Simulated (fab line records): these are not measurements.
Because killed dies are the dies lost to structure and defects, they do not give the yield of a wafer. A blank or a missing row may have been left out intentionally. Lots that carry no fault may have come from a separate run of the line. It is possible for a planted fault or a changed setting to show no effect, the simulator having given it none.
Comparing a struck lot with a sound one -- flow nandHarc -- 31 out of 1302 route steps
Sound: the wafers L415.3, L415.5, L415.6. Wafers struck: L436.2, L436.4, L436.6. At the end, the cause is stated.
Each step with rows lists, per side, the tool, then ch with its chambers, then its first start. Under that, the readings that differ: sound wafers -- struck wafers -- difference of the means -- sigmas: that difference in standard deviations of wafers without a fault.
alike: readings whose means differ by less than 2 such deviations, and words and numbers that are the same on both sides. not compared: withheld readings, readings that some wafer has no value for, bounds like >300 that may hide the same value, and numbers for which the record gives no deviation and whose values overlap.
Wherever a step has rows on one side only, a row that says differs or no value, or a row with sigmas, the two part there. Non-overlapping numbers with no deviation appear without sigmas and do not part them. A reading missing from all wafers of one side parts the sides only when that side holds two or more wafers.

first, 2 steps without rows for these wafers: NHARC_P_ZERO_WELL_PEB_50 (peb time 85 s); NHARC_P_ZERO_WELL_DEVELOP_51 (time 70 s).
NHARC_P_ZERO_WELL_CD_MEAS_52: the cd target is 2000 nm.
  sound on cdSem-02 ch 0, day 2 11:51; struck on cdSem-01 ch 0, day 11 05:56
  alike: cdNm
then, 1 step without rows for these wafers: NHARC_P_ZERO_WELL_HARDBAKE_53 (time 80 s).
NHARC_P_ZERO_WELL_DESCUM_54: chemistry O2, time 3 s.
  sound on rieDiel-03 ch 1,2, day 2 12:01; struck on rieDiel-05 ch 2,3, day 11 06:07
  alike: drypumpMotorCurrentA, oesProductAu, rfVppV, showerheadPlenumPTorr, throttleValvePct
  not compared: rfHoursCounterH
then, 5 steps without rows for these wafers: NHARC_P_ZERO_WELL_IMPLANT_55; NHARC_P_ZERO_WELL_IMPLANT_61; NHARC_P_ZERO_WELL_STRIP_56 (strips in SPM, time 840 s); NHARC_P_ZERO_WELL_PRECLEAN_68 (cleans in SC1, time 60 s); NHARC_P_ZERO_WELL_SRD_69.
NHARC_P_ZERO_WELL_RTA_42: time 300 s.
  sound on rtpAnneal-02 ch 0, day 2 13:12; struck on rtpAnneal-01 ch 0, day 11 07:11
  alike: lampPowerPct, lamp_zone_5_pct, wafer_temp_C_max
NHARC_P_ZERO_WELL_INSPECT_43:
  sound on defectInspect-02 at day 2 13:40; struck on defectInspect-01 at day 11 07:46
  alike: rawDefectCount
NHARC_P_STI_ETCH_26: etches SiO2 in dHF, target depth 11 nm.
  sound on wetBench-05 ch 0,5,6, day 2 13:44; struck on wetBench-05 ch 1,4,5, day 11 07:49
then, 13 steps without rows for these wafers: NHARC_P_STI_PRECLEAN_27 (cleans in SC1); NHARC_P_STI_SRD_28; NHARC_P_STI_OXIDE_29 (material SiO2, target thk 10 nm, ox time 1362 s); NHARC_P_STI_HM_DEP_30 (deposits Si3N4, target thk 80 nm, time 873 s); NHARC_P_STI_DEHYDRATE_01 (time 120 s); NHARC_P_STI_HMDS_02 (time 30 s); NHARC_P_STI_COAT_41 (time 65 s); NHARC_P_STI_COAT_03 (resist thk 600 nm); NHARC_P_STI_SOFTBAKE_04 (time 70 s); NHARC_P_STI_EBR_05; NHARC_P_STI_EXPOSE_06 (exposes mask P STI, target cd 200 nm); NHARC_P_STI_PEB_07 (peb time 80 s); NHARC_P_STI_DEVELOP_08 (time 50 s).
NHARC_P_STI_CD_MEAS_09: the cd target is 200 nm.
  sound on cdSem-02 ch 0, day 3 09:39; struck on cdSem-03 ch 0, day 11 23:47
  alike: cdNm
NHARC_P_STI_OVL_MEAS_10:
  sound on overlay-01 at day 3 09:44; struck on overlay-01 at day 11 23:52
  alike: overlayXNm, overlayYNm
NHARC_P_STI_INSPECT_11:
  sound on defectInspect-02 at day 3 09:46; struck on defectInspect-01 at day 11 23:55
reading,sound,struck,difference,sigmas
rawDefectCount,7 15 14,798 775 760,+766,+99 or more
then, 1 step without rows for these wafers: NHARC_P_STI_HARDBAKE_13 (time 65 s).
-- record jumps: 22 days between struck wafers' starts before vs after; left off in module P_STI, resumes in module END, first step shown is number 1302 of the route --
NHARC_END_SORT_01:
  the record has rows for the struck wafers here (prober-02 ch 0, day 33 22:32) and none for the sound ones

WHERE THEY PART
Last at NHARC_END_SORT_01 as far as this record goes, first at NHARC_P_STI_INSPECT_11.

WHY: what the simulator had put in
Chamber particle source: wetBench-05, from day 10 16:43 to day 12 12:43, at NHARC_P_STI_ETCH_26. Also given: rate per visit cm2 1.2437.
